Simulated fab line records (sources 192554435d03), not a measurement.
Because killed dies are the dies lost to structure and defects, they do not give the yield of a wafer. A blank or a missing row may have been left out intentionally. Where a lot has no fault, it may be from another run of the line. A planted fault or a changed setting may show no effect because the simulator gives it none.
A struck lot beside a sound one + flow n5-finfet + 36 steps out of a route of 1938
Sound: wafers L435.1, L435.4, L435.6. Wafers L423.2, L423.4, L423.6 were the ones struck. The cause is given at the end.
Each step with rows lists, per side, the tool, then ch with its chambers, then its first start. Under that, the readings that differ: sound wafers + struck wafers + difference of the means + sigmas: that difference in standard deviations of wafers without a fault.
alike: readings whose means differ by less than 2 such deviations, and words and numbers that are the same on both sides. not compared: withheld readings, readings that some wafer has no value for, bounds like >300 that may hide the same value, and numbers for which the record gives no deviation and whose values overlap.
Wherever a step has rows on one side only, a row that says differs or no value, or a row with sigmas, the two part there. Non-overlapping numbers with no deviation appear without sigmas and do not part them. A reading missing from all wafers of one side parts the sides only when that side holds two or more wafers.

first, 9 steps without rows for these wafers: N5_BEOL_M4_ANNEAL_95 (time 240 s); N5_BEOL_M4_SPUTTER_96 (material Cu, target thk 4.5 nm, time 8.29 s); N5_BEOL_M4_ECD_50 (material Cu, target thk 300 nm); N5_BEOL_M4_ANNEAL_51 (time 90 s); N5_BEOL_M4_CMP_52 (polishes, stops on SiOC, t overpolish 6.8 s, target thk 40 nm); N5_BEOL_M4_PRE_CLEAN_60 (time 15 s); N5_BEOL_M4_CO_CAP_55 (material Co, precursor CCTBA/H2, target thk 2 nm, time 102.1 s); N5_BEOL_M4_PRE_CLEAN_56 (time 15 s); N5_BEOL_M4_DEP_57 (deposits SiCN from 3MS/NH3, target thk 8 nm, time 14 s).
N5_BEOL_M4_RC_MEAS_101:
  sound on prober-02 ch 0, day 12 15:11; struck on prober-01 ch 0, day 9 10:13
  alike: DIBL_N, DIBL_P, IOFF_N, IOFF_P, ION_N, ION_P, SS_N, SS_P, VT_N, VT_P
then, 24 steps without rows for these wafers: N5_BEOL_M5_ILD_DEP_00 (deposits SiCOH lowk from DEMS/porogen, target thk 140.64 nm, time 25.9 s); N5_BEOL_M5_CURE_79 (cures SiCOH lowk, time 240 s); N5_BEOL_M5_PECVD_70 (deposits SiO2 from TEOS/O2, target thk 16 nm, time 18 s); N5_BEOL_M5_HM_DEP_02 (deposits TiN, target thk 20 nm); N5_BEOL_M5_COAT_59 (time 60 s, resist thk 60 nm); N5_BEOL_M5_COAT_60 (time 60 s, resist thk 12 nm); N5_BEOL_M5_COAT_71 (time 60 s, resist thk 5 nm); N5_BEOL_M5_COAT_05 (resist thk 30 nm); N5_BEOL_M5_EBR_07; N5_BEOL_M5_SOFTBAKE_06 (time 60 s); N5_BEOL_M5_EXPOSE_08 (exposes mask M5, target cd 28 nm); N5_BEOL_M5_PEB_09 (peb time 60 s); N5_BEOL_M5_DEVELOP_10 (develop time 30 s); N5_BEOL_M5_DESCUM_16 (chemistry O2, time 7 s); N5_BEOL_M5_ETCH_72 (etches underlayer in N2/H2, target depth 6.5 nm, time 5.2 s); N5_BEOL_M5_ETCH_61 (etches SiARC in CF4, target depth 15.6 nm, time 26 s); N5_BEOL_M5_ETCH_62 (etches SOC in N2/H2, target depth 75 nm, overetch 15 nm, time 112.5 s); N5_BEOL_M5_STRIP_63 (strips in N2/H2); N5_BEOL_M5_STRIP_73 (strips in N2/H2); N5_BEOL_M5_STRIP_64 (strips in CF4); N5_BEOL_M5_HM_OPEN_17 (chemistry Cl2/BCl3, target TiN, target depth 20 nm, overetch 6 nm); N5_BEOL_M5_STRIP_19 (strips in O2); N5_BEOL_M5_COAT_65 (time 60 s, resist thk 60 nm); N5_BEOL_M5_COAT_66 (time 60 s, resist thk 12 nm).
-- the record jumps here: 2 days lie between the struck wafers' starts before and after (it left off in module BEOL_M5 and takes up again in module BEOL_M9, whose first step shown is number 1443 of the route) --
N5_BEOL_M9_VIA_ETCH_34: etches SiCOH lowk in C4F6/O2, target depth 182.4 nm, time 68.4 s.
  sound on rie-diel-04 ch 0,3, day 14 11:33; struck on rie-diel-01 ch 0,2, day 11 11:29
  no value came back on the struck wafers for any of 9 readings (C4F6_flow_sccm (sccm), O2_flow_sccm (sccm) and others); on the sound wafers C4F6_flow_sccm (sccm) reads 10.027 10.001 9.988
| reading                                    | sound      | struck       | difference | sigmas |
|--------------------------------------------|------------|--------------|------------|--------|
| model.SOC_of_BEOL_M9_COAT_63.thk-nm (nm)   | 51 51.2 51 | 60 59.8 59.8 | +9         |        |
| model.SiARC_of_BEOL_M9_COAT_64.thk-nm (nm) | 0 0 0      | 6.2 6.4 6.2  | +6.3       |        |
  not compared: rf-hours-counter-h
-- record jumps: 2 days separate the struck wafers' starts on either side; left off in module BEOL_M9, taken up again in module PASSIVATION, whose first shown step is the route's number 1936 --
N5_PASSIVATION_PROBE_49:
  sound on prober-01, day 17 01:20; struck on prober-02, day 13 22:07
| reading                  | sound | struck         | difference | sigmas      |
|--------------------------|-------|----------------|------------|-------------|
| defect-limited-yield (%) | 89.4  | 0 0 0          | -89        | -60         |
| killed_at_M0_to_M3       | 52    | 20 22 29       | -28        | -3          |
| killed_at_M4_up          | 15    | 1102 1096 1090 | +1081      | +99 or more |
| killed-dies              | 125   | 1180 1180 1180 | +1055      | +62         |
| killed-on-rim            | 10    | 152 152 152    | +142       | +39         |
| sort_bin_5_function (%)  | 6.9   | 97.1 96.7 97.0 | +90.0      | +99         |
| sort-n-pass              | 1055  | 0 0 0          | -1055      | -62         |
| sort-yield-pct (%)       | 89.4  | 0 0 0          | -89        | -60         |
  alike: killed-at-contacts, killed-at-front-end, killed-at-other, killed-open, killed-short, sort_bin_6_memory

WHERE THEY PART
First at N5_BEOL_M9_VIA_ETCH_34; last, within this record, at N5_PASSIVATION_PROBE_49.

WHY: what had been put in by the simulator
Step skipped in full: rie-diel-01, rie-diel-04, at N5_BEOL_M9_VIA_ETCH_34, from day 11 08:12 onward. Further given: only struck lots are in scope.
